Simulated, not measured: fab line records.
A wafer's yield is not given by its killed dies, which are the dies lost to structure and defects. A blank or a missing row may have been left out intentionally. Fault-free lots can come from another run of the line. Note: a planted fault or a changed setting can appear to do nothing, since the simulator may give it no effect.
Which of the tools did it? :: flow nand_harc :: Sampling: 12 lots, 36 wafers, 5 of 1159 route steps

WHAT EACH GAUGE READ, for each wafer
NHARC_A_CHANNEL_HOLE_D1_CD_MEAS_30.
lot: L597
measured: day 8 12:04
on: cd_sem-03
cd_nm (nm): 90.3 90.2 90.1

lot: L600
measured: day 9 03:02
on: cd_sem-01
cd_nm (nm): 89.8 91.0 91.5

lot: L599
measured: day 9 07:13
on: cd_sem-03
cd_nm (nm): 90.9 90.7 91.0

lot: L603
measured: day 9 18:04
on: cd_sem-03
cd_nm (nm): 90.6 90.8 90.5

lot: L609
measured: day 11 22:26
on: cd_sem-02
cd_nm (nm): 89.8 89.5 89.4

lot: L608
measured: day 12 01:10
on: cd_sem-03
cd_nm (nm): 90.5 88.5 89.4

lot: L615
measured: day 12 17:43
on: cd_sem-03
cd_nm (nm): 91.6 90.5 91.7

lot: L617
measured: day 13 09:41
on: cd_sem-02
cd_nm (nm): 90.3 89.1 91.9

lot: L616
measured: day 13 11:08
on: cd_sem-03
cd_nm (nm): 89.7 89.3 91.5

lot: L618
measured: day 13 17:41
on: cd_sem-02
cd_nm (nm): 90.3 88.3 88.9

lot: L620
measured: day 14 08:57
on: cd_sem-02
cd_nm (nm): 87.9 89.3 88.1

lot: L619
measured: day 14 13:08
on: cd_sem-02
cd_nm (nm): 91.5 91.5 89.6

NHARC_END_SORT_01.
lot: L597
measured: day 19 05:02
on: prober-02
killed_at_array: 11 12 16
killed_at_other: 1 2 0
killed_at_periphery: 2 4 5
killed_dies: 14 18 21
killed_open: 2 5 5
killed_short: 2 3 1

lot: L600
measured: day 19 06:07
on: prober-01
killed_at_array: 21 8 19
killed_at_other: 1 0 0
killed_at_periphery: 3 2 1
killed_dies: 25 10 20
killed_open: 5 3 1
killed_short: 4 1 0

lot: L599
measured: day 19 12:53
on: prober-02
killed_at_array: 16 19 13
killed_at_other: 1 3 2
killed_at_periphery: 4 4 1
killed_dies: 21 26 16
killed_open: 2 5 1
killed_short: 1 0 1

lot: L603
measured: day 20 07:42
on: prober-02
killed_at_array: 15 9 17
killed_at_other: 2 0 0
killed_at_periphery: 2 2 4
killed_dies: 19 11 21
killed_open: 3 1 4
killed_short: 0 3 3

lot: L609
measured: day 22 02:30
on: prober-02
killed_at_array: 676 675 674
killed_at_other: 0 0 0
killed_at_periphery: 1 2 3
killed_dies: 677 677 677
killed_open: 4 3 6
killed_short: 0 2 2

lot: L608
measured: day 22 19:01
on: prober-01
killed_at_array: 674 674 672
killed_at_other: 0 0 0
killed_at_periphery: 3 3 5
killed_dies: 677 677 677
killed_open: 2 2 5
killed_short: 1 4 3

lot: L615
measured: day 24 06:10
on: prober-01
killed_at_array: 15 15 12
killed_at_other: 0 0 0
killed_at_periphery: 1 4 4
killed_dies: 16 19 16
killed_open: 0 4 6
killed_short: 2 1 3

lot: L617
measured: day 24 17:58
on: prober-02
killed_at_array: 14 22 21
killed_at_other: 1 1 0
killed_at_periphery: 1 3 2
killed_dies: 16 26 23
killed_open: 3 3 4
killed_short: 1 1 2

lot: L616
measured: day 24 06:13
on: prober-02
killed_at_array: 45 61 50
killed_at_other: 2 1 0
killed_at_periphery: 4 1 5
killed_dies: 51 63 55
killed_open: 3 3 2
killed_short: 1 3 2

lot: L618
measured: day 24 16:22
on: prober-01
killed_at_array: 25 21 34
killed_at_other: 1 0 0
killed_at_periphery: 6 3 1
killed_dies: 32 24 35
killed_open: 6 6 4
killed_short: 1 1 2

lot: L620
measured: day 25 00:54
on: prober-02
killed_at_array: 28 36 31
killed_at_other: 0 0 0
killed_at_periphery: 5 7 11
killed_dies: 33 43 42
killed_open: 4 3 3
killed_short: 3 1 2

lot: L619
measured: day 25 23:37
on: prober-02
killed_at_array: 37 44 37
killed_at_other: 0 0 0
killed_at_periphery: 3 3 6
killed_dies: 40 47 43
killed_open: 1 4 3
killed_short: 3 1 2

WHAT TOOL EACH LOT RAN ON (gives the tool, then ch and the chambers of the sampled wafers, and finally the start)
lot: L597
NHARC_A_CHANNEL_HOLE_D1_ETCH_44: rie_diel-03 ch 0,2,3, day 8 11:17
NHARC_A_CHANNEL_HOLE_D1_STRIP_27: rie_diel-03 ch 1,2, day 8 12:04 or earlier
NHARC_A_CHANNEL_FILL_D1_ALD_03: ald_sin_batch-03 ch 0, day 19 05:02 or earlier

lot: L600
NHARC_A_CHANNEL_HOLE_D1_ETCH_44: rie_diel-03 ch 1,3, day 9 01:47
NHARC_A_CHANNEL_HOLE_D1_STRIP_27: rie_diel-03 ch 1,2,3, day 9 03:02 or earlier
NHARC_A_CHANNEL_FILL_D1_ALD_03: ald_sin_batch-01 ch 0, day 19 06:07 or earlier

lot: L599
NHARC_A_CHANNEL_HOLE_D1_ETCH_44: rie_diel-03 ch 0,3, day 9 06:25
NHARC_A_CHANNEL_HOLE_D1_STRIP_27: rie_diel-03 ch 0,2,3, day 9 07:13 or earlier
NHARC_A_CHANNEL_FILL_D1_ALD_03: ald_sin_batch-02 ch 0, day 19 12:53 or earlier

lot: L603
NHARC_A_CHANNEL_HOLE_D1_ETCH_44: rie_diel-11 ch 0,2,3, day 9 17:16
NHARC_A_CHANNEL_HOLE_D1_STRIP_27: rie_diel-11 ch 0,1,3, day 9 18:04 or earlier
NHARC_A_CHANNEL_FILL_D1_ALD_03: ald_sin_batch-02 ch 0, day 20 07:42 or earlier

lot: L609
NHARC_A_CHANNEL_HOLE_D1_ETCH_44: rie_diel-03 ch 0,1,3, day 11 21:39
NHARC_A_CHANNEL_HOLE_D1_STRIP_27: rie_diel-03 ch 1,2,3, day 11 21:48
NHARC_A_CHANNEL_FILL_D1_ALD_03: -

lot: L608
NHARC_A_CHANNEL_HOLE_D1_ETCH_44: rie_diel-03 ch 0,1,2, day 12 00:23
NHARC_A_CHANNEL_HOLE_D1_STRIP_27: rie_diel-03 ch 0,1,2, day 12 00:28
NHARC_A_CHANNEL_FILL_D1_ALD_03: -

lot: L615
NHARC_A_CHANNEL_HOLE_D1_ETCH_44: rie_diel-10 ch 1,3, day 12 16:55
NHARC_A_CHANNEL_HOLE_D1_STRIP_27: rie_diel-10 ch 0,1,3, day 12 17:43 or earlier
NHARC_A_CHANNEL_FILL_D1_ALD_03: ald_sin_batch-01 ch 0, day 24 06:10 or earlier

lot: L617
NHARC_A_CHANNEL_HOLE_D1_ETCH_44: rie_diel-11 ch 0,1, day 13 08:53
NHARC_A_CHANNEL_HOLE_D1_STRIP_27: rie_diel-11 ch 0,1,3, day 13 09:41 or earlier
NHARC_A_CHANNEL_FILL_D1_ALD_03: ald_sin_batch-01 ch 0, day 24 17:58 or earlier

lot: L616
NHARC_A_CHANNEL_HOLE_D1_ETCH_44: rie_diel-10 ch 0,1,3, day 13 10:22
NHARC_A_CHANNEL_HOLE_D1_STRIP_27: rie_diel-10 ch 1,2,3, day 13 11:08 or earlier
NHARC_A_CHANNEL_FILL_D1_ALD_03: ald_sin_batch-01 ch 0, day 24 06:13 or earlier

lot: L618
NHARC_A_CHANNEL_HOLE_D1_ETCH_44: rie_diel-03 ch 0,1,2, day 13 16:53
NHARC_A_CHANNEL_HOLE_D1_STRIP_27: rie_diel-03 ch 1,2,3, day 13 17:41 or earlier
NHARC_A_CHANNEL_FILL_D1_ALD_03: ald_sin_batch-03 ch 0, day 24 16:22 or earlier

lot: L620
NHARC_A_CHANNEL_HOLE_D1_ETCH_44: rie_diel-11 ch 1,2,3, day 14 08:10
NHARC_A_CHANNEL_HOLE_D1_STRIP_27: rie_diel-11 ch 0,2,3, day 14 08:57 or earlier
NHARC_A_CHANNEL_FILL_D1_ALD_03: ald_sin_batch-01 ch 0, day 25 00:54 or earlier

lot: L619
NHARC_A_CHANNEL_HOLE_D1_ETCH_44: rie_diel-03 ch 0,1,3, day 14 12:21
NHARC_A_CHANNEL_HOLE_D1_STRIP_27: rie_diel-03 ch 0,3, day 14 13:08 or earlier
NHARC_A_CHANNEL_FILL_D1_ALD_03: ald_sin_batch-01 ch 0, day 25 23:37 or earlier
- NHARC_A_CHANNEL_HOLE_D1_ETCH_44: etches the open film in CF4/O2, target depth 140 nm, overetch 14 nm, time 77 s.
- NHARC_A_CHANNEL_HOLE_D1_STRIP_27: strips in O2.
- NHARC_A_CHANNEL_FILL_D1_ALD_03: deposits SiNx, target thk 6 nm, pulse time 60 s, ald cycles 58.

AS READ BY THE TOOLS THEMSELVES (means over the sampled wafers that have a number; for cases with no such wafer, the mark the record gives instead)
NHARC_A_CHANNEL_HOLE_D1_ETCH_44.
lot: L597
tool: rie_diel-03
bias_w (W): 100.00
cf4_flow_sccm (sccm): 80.08
drypump_motor_current_A (A): 5.94
o2_flow_sccm (sccm): 20.04
oes_product_au (a.u.): 1.007
rf_vpp_V (V): 198.5
showerhead_plenum_p_Torr (Torr): 1.38
throttle_valve_pct (%): 13.402

lot: L600
tool: rie_diel-03
bias_w (W): 99.79
cf4_flow_sccm (sccm): 79.77
drypump_motor_current_A (A): 6.11
o2_flow_sccm (sccm): 19.97
oes_product_au (a.u.): 1.012
rf_vpp_V (V): 199.1
showerhead_plenum_p_Torr (Torr): 1.38
throttle_valve_pct (%): 13.392

lot: L599
tool: rie_diel-03
bias_w (W): 99.87
cf4_flow_sccm (sccm): 80.01
drypump_motor_current_A (A): 5.93
o2_flow_sccm (sccm): 20.00
oes_product_au (a.u.): 0.992
rf_vpp_V (V): 199.2
showerhead_plenum_p_Torr (Torr): 1.40
throttle_valve_pct (%): 13.402

lot: L603
tool: rie_diel-11
bias_w (W): 99.70
cf4_flow_sccm (sccm): 79.90
drypump_motor_current_A (A): 6.03
o2_flow_sccm (sccm): 19.96
oes_product_au (a.u.): 0.999
rf_vpp_V (V): 198.4
showerhead_plenum_p_Torr (Torr): 1.37
throttle_valve_pct (%): 13.387

lot: L609
tool: rie_diel-03
bias_w (W): -
cf4_flow_sccm (sccm): -
drypump_motor_current_A (A): -
o2_flow_sccm (sccm): -
oes_product_au (a.u.): -
rf_vpp_V (V): -
showerhead_plenum_p_Torr (Torr): -
throttle_valve_pct (%): -

lot: L608
tool: rie_diel-03
bias_w (W): -
cf4_flow_sccm (sccm): -
drypump_motor_current_A (A): -
o2_flow_sccm (sccm): -
oes_product_au (a.u.): -
rf_vpp_V (V): -
showerhead_plenum_p_Torr (Torr): -
throttle_valve_pct (%): -

lot: L615
tool: rie_diel-10
bias_w (W): 99.89
cf4_flow_sccm (sccm): 79.92
drypump_motor_current_A (A): 5.43
o2_flow_sccm (sccm): 19.98
oes_product_au (a.u.): 1.010
rf_vpp_V (V): 198.2
showerhead_plenum_p_Torr (Torr): 1.32
throttle_valve_pct (%): 13.394

lot: L617
tool: rie_diel-11
bias_w (W): 100.29
cf4_flow_sccm (sccm): 80.03
drypump_motor_current_A (A): 6.15
o2_flow_sccm (sccm): 20.02
oes_product_au (a.u.): 1.006
rf_vpp_V (V): 197.6
showerhead_plenum_p_Torr (Torr): 1.31
throttle_valve_pct (%): 13.389

lot: L616
tool: rie_diel-10
bias_w (W): 99.79
cf4_flow_sccm (sccm): 79.84
drypump_motor_current_A (A): 5.64
o2_flow_sccm (sccm): 20.00
oes_product_au (a.u.): 1.004
rf_vpp_V (V): 198.5
showerhead_plenum_p_Torr (Torr): 1.33
throttle_valve_pct (%): 13.398

lot: L618
tool: rie_diel-03
bias_w (W): 100.07
cf4_flow_sccm (sccm): 79.91
drypump_motor_current_A (A): 5.94
o2_flow_sccm (sccm): 20.03
oes_product_au (a.u.): 1.004
rf_vpp_V (V): 197.5
showerhead_plenum_p_Torr (Torr): 1.35
throttle_valve_pct (%): 13.395

lot: L620
tool: rie_diel-11
bias_w (W): 100.00
cf4_flow_sccm (sccm): 80.08
drypump_motor_current_A (A): 6.07
o2_flow_sccm (sccm): 20.07
oes_product_au (a.u.): 0.997
rf_vpp_V (V): 196.2
showerhead_plenum_p_Torr (Torr): 1.36
throttle_valve_pct (%): 13.404

lot: L619
tool: rie_diel-03
bias_w (W): 100.24
cf4_flow_sccm (sccm): 80.13
drypump_motor_current_A (A): 5.96
o2_flow_sccm (sccm): 20.01
oes_product_au (a.u.): 0.994
rf_vpp_V (V): 198.9
showerhead_plenum_p_Torr (Torr): 1.37
throttle_valve_pct (%): 13.396

NHARC_A_CHANNEL_HOLE_D1_STRIP_27.
lot: L597
tool: rie_diel-03
drypump_motor_current_A (A): 6.13
o2_flow_sccm (sccm): 500.1
oes_product_au (a.u.): 1.013
rf_vpp_V (V): 58.3
showerhead_plenum_p_Torr (Torr): 3.60
throttle_valve_pct (%): 17.044

lot: L600
tool: rie_diel-03
drypump_motor_current_A (A): 6.11
o2_flow_sccm (sccm): 500.6
oes_product_au (a.u.): 1.000
rf_vpp_V (V): 59.2
showerhead_plenum_p_Torr (Torr): 3.66
throttle_valve_pct (%): 17.036

lot: L599
tool: rie_diel-03
drypump_motor_current_A (A): 5.95
o2_flow_sccm (sccm): 499.7
oes_product_au (a.u.): 1.001
rf_vpp_V (V): 58.7
showerhead_plenum_p_Torr (Torr): 3.63
throttle_valve_pct (%): 17.034

lot: L603
tool: rie_diel-11
drypump_motor_current_A (A): 6.14
o2_flow_sccm (sccm): 500.0
oes_product_au (a.u.): 1.000
rf_vpp_V (V): 58.7
showerhead_plenum_p_Torr (Torr): 3.52
throttle_valve_pct (%): 17.036

lot: L609
tool: rie_diel-03
drypump_motor_current_A (A): 6.08
o2_flow_sccm (sccm): 499.4
oes_product_au (a.u.): 0.999
rf_vpp_V (V): 57.8
showerhead_plenum_p_Torr (Torr): 3.66
throttle_valve_pct (%): 17.032

lot: L608
tool: rie_diel-03
drypump_motor_current_A (A): 5.97
o2_flow_sccm (sccm): 499.9
oes_product_au (a.u.): 0.994
rf_vpp_V (V): 58.4
showerhead_plenum_p_Torr (Torr): 3.57
throttle_valve_pct (%): 17.047

lot: L615
tool: rie_diel-10
drypump_motor_current_A (A): 5.64
o2_flow_sccm (sccm): 498.8
oes_product_au (a.u.): 1.006
rf_vpp_V (V): 58.1
showerhead_plenum_p_Torr (Torr): 3.52
throttle_valve_pct (%): 17.039

lot: L617
tool: rie_diel-11
drypump_motor_current_A (A): 6.12
o2_flow_sccm (sccm): 499.1
oes_product_au (a.u.): 0.989
rf_vpp_V (V): 57.3
showerhead_plenum_p_Torr (Torr): 3.51
throttle_valve_pct (%): 17.031

lot: L616
tool: rie_diel-10
drypump_motor_current_A (A): 5.71
o2_flow_sccm (sccm): 500.5
oes_product_au (a.u.): 0.995
rf_vpp_V (V): 57.8
showerhead_plenum_p_Torr (Torr): 3.43
throttle_valve_pct (%): 17.037

lot: L618
tool: rie_diel-03
drypump_motor_current_A (A): 6.09
o2_flow_sccm (sccm): 501.2
oes_product_au (a.u.): 0.999
rf_vpp_V (V): 58.4
showerhead_plenum_p_Torr (Torr): 3.66
throttle_valve_pct (%): 17.034

lot: L620
tool: rie_diel-11
drypump_motor_current_A (A): 6.01
o2_flow_sccm (sccm): 500.5
oes_product_au (a.u.): 1.003
rf_vpp_V (V): 57.5
showerhead_plenum_p_Torr (Torr): 3.61
throttle_valve_pct (%): 17.035

lot: L619
tool: rie_diel-03
drypump_motor_current_A (A): 5.81
o2_flow_sccm (sccm): 497.1
oes_product_au (a.u.): 0.988
rf_vpp_V (V): 58.4
showerhead_plenum_p_Torr (Torr): 3.60
throttle_valve_pct (%): 17.035

NHARC_A_CHANNEL_FILL_D1_ALD_03.
lot: L597
tool: ald_sin_batch-03
precursor_pulse_height_rel: 0.997

lot: L600
tool: ald_sin_batch-01
precursor_pulse_height_rel: 0.994

lot: L599
tool: ald_sin_batch-02
precursor_pulse_height_rel: 0.986

lot: L603
tool: ald_sin_batch-02
precursor_pulse_height_rel: 1.018

lot: L615
tool: ald_sin_batch-01
precursor_pulse_height_rel: 1.013

lot: L617
tool: ald_sin_batch-01
precursor_pulse_height_rel: 1.000

lot: L616
tool: ald_sin_batch-01
precursor_pulse_height_rel: 0.999

lot: L618
tool: ald_sin_batch-03
precursor_pulse_height_rel: 0.983

lot: L620
tool: ald_sin_batch-01
precursor_pulse_height_rel: 0.986

lot: L619
tool: ald_sin_batch-01
precursor_pulse_height_rel: 1.012

THE ANSWER, worked out from the rows above alone
Rule: what is usual is taken from the lots themselves. The widest of any qualifying gaps counts: lots, ordered by their means at a reading, are off when they make up no more than a third of the lots, leave a main group of 4 or more, and stand apart from it by 3 or more times the standard deviation of that group's means. A main group whose means are all the same, to the digits that the tables above print for the reading, isn't used. A lot without any number at a reading at which 4 lots or more have one is off too. Where the step has rows for the other lots, those lots are counted as sound. First the gauges in route order, then the tools' own readings, where a lot's mean is used as printed above. The first step at which some lot is off is used, and at that step the reading that is off furthest; a lot without a number counts as furthest.
Off, at NHARC_END_SORT_01 on killed_at_array: L609, L608. Mean 24 and standard deviation 13 in the main group.
A tool fits if, at a process step before that reading, it ran every lot that is off, and no sound lot after the first of them. Not tried: the gauges at NHARC_END_SORT_01; whatever is off there is also off at NHARC_A_CHANNEL_HOLE_D1_ETCH_44, on other tools, and gauge error can't account for it. Because NHARC_A_CHANNEL_HOLE_D1_STRIP_27 lacks a start for some lots, the hours and order of its lots are taken from NHARC_A_CHANNEL_HOLE_D1_CD_MEAS_30. Because NHARC_A_CHANNEL_FILL_D1_ALD_03 lacks a start for some lots, the hours and order of its lots are taken from NHARC_END_SORT_01. Of those tried, none fits.

WHAT THE SIMULATOR HAD INSERTED
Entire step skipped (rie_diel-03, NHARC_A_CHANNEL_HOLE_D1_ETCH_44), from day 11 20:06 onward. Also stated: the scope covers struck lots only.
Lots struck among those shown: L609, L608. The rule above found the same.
